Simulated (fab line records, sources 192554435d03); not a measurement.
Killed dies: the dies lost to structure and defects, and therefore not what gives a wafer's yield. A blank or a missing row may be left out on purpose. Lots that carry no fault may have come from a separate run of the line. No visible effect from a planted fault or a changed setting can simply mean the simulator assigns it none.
Matching of chambers -- flow n5-finfet -- 4 sister chambers for N5_BEOL_M3_ALD_84 on ald-metal-01
The step deposits TaN, pulse time 2 s, purge time 3 s, co reactant purge time 2 s. 8 wafers are shown with their chamber, then 8 later ones without.

EACH WAFER AND ITS CHAMBER
wafer,chamber,heater-power-w (W)
L086.1,1,494
L086.2,3,401
L087.5,1,487
L087.6,0,436
L088.1,0,437
L088.4,2,392
L088.5,2,380
L091.1,3,408

WAFERS WITH NO CHAMBER GIVEN
wafer,heater-power-w (W)
L091.4,428
L091.5,427
L094.1,388
L094.2,477
L094.6,424
L097.1,386
L097.2,403
L097.3,492

WHICH CHAMBER EACH WENT THROUGH
wafer,from the rows above,in truth
L091.4,0,0
L091.5,0,0
L094.1,2,2
L094.2,1,1
L094.6,can't be placed: 0 or 3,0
L097.1,2,2
L097.2,3,3
L097.3,1,1
Correct placement for 7 of the 8. Not placeable from these rows: 1 (in 1, the candidates include the true chamber). Placed wrongly: 0.
How it was worked out, from the rows above alone: a wafer's distance from a chamber is the root of the sum, over the readings, of the square of ((its reading less the chamber's mean) divided by the reading's scatter). The wafer belongs to the nearest chamber; if the next one is less than 2 further off, it can't be placed. Each chamber's mean is taken over the wafers shown for it. The scatter: take each reading less its chamber's mean, square it, sum over the shown wafers, divide by the number of wafers less the number of chambers, and take the root.
